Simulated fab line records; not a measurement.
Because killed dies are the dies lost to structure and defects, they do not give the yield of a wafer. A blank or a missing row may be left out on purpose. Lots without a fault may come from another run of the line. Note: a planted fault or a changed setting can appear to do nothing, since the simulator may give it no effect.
The tool behind it: which one? || flow nand harc || at 1 step of a route of 1159, 14 lots with 42 wafers sampled

WHAT EACH GAUGE READ, for each wafer
NHARC_THIN_TSV_CD_MEAS_16.
{"lot": "L698", "measured": "day 18 12:17", "on": "cd sem-02", "cd nm (nm)": "998.3 1000.5 999.4"}
{"lot": "L700", "measured": "day 18 19:06", "on": "cd sem-03", "cd nm (nm)": "1004.7 1002.0 1002.8"}
{"lot": "L699", "measured": "day 19 04:08", "on": "cd sem-03", "cd nm (nm)": "999.2 998.8 998.6"}
{"lot": "L702", "measured": "day 19 11:44", "on": "cd sem-02", "cd nm (nm)": "1000.9 1002.3 1000.6"}
{"lot": "L705", "measured": "day 20 11:54", "on": "cd sem-01", "cd nm (nm)": "1001.6 1004.4 1002.3"}
{"lot": "L704", "measured": "day 20 13:15", "on": "cd sem-02", "cd nm (nm)": "999.5 1001.3 1000.2"}
{"lot": "L706", "measured": "day 20 19:46", "on": "cd sem-02", "cd nm (nm)": "999.6 1001.5 999.9"}
{"lot": "L707", "measured": "day 20 20:56", "on": "cd sem-02", "cd nm (nm)": "1001.6 999.3 1001.2"}
{"lot": "L709", "measured": "day 21 05:58", "on": "cd sem-03", "cd nm (nm)": "1001.6 1002.4 1003.7"}
{"lot": "L711", "measured": "day 21 23:17", "on": "cd sem-02", "cd nm (nm)": "1001.1 1000.0 1001.0"}
{"lot": "L710", "measured": "day 22 00:44", "on": "cd sem-03", "cd nm (nm)": "1000.0 1000.3 998.9"}
{"lot": "L716", "measured": "day 22 18:49", "on": "cd sem-02", "cd nm (nm)": "998.8 1002.4 999.1"}
{"lot": "L720", "measured": "day 24 06:37", "on": "cd sem-01", "cd nm (nm)": "1000.2 1000.3 999.8"}
{"lot": "L721", "measured": "day 24 18:33", "on": "cd sem-03", "cd nm (nm)": "1000.9 999.6 999.0"}

TOOL THAT RAN EACH LOT (tool first, then ch and the chambers of the sampled wafers, then the start)
There is no process step in the record ahead of these readings.

WHAT THE TOOLS THEMSELVES READ (means of the sampled wafers that have a number; where no wafer has one, the mark that the record gives instead)
The record holds no such reading with a usual standard deviation.

THE ANSWER, worked out from the rows above alone
Rule: usual is defined by the lots themselves. The widest of any qualifying gaps counts: lots, ordered by their means at a reading, are off when they make up no more than a third of the lots, leave a main group of 4 or more, and stand apart from it by 3 or more times the standard deviation of that group's means. The tables above print the reading to a certain number of digits; a main group whose means all agree to those digits is not used. Also off: a lot with no number at a reading for which 4 or more lots have one. The other lots that the step has rows for count as sound. The gauges are gone through in route order, then the tools' own readings, and for those a lot's mean is taken as printed above. At the first step where some lot is off, the reading lying furthest off is the one used; lots without a number count as furthest.
Nothing can be told from this: no lot is off at any reading shown.

WHAT WAS PUT IN BY THE SIMULATOR
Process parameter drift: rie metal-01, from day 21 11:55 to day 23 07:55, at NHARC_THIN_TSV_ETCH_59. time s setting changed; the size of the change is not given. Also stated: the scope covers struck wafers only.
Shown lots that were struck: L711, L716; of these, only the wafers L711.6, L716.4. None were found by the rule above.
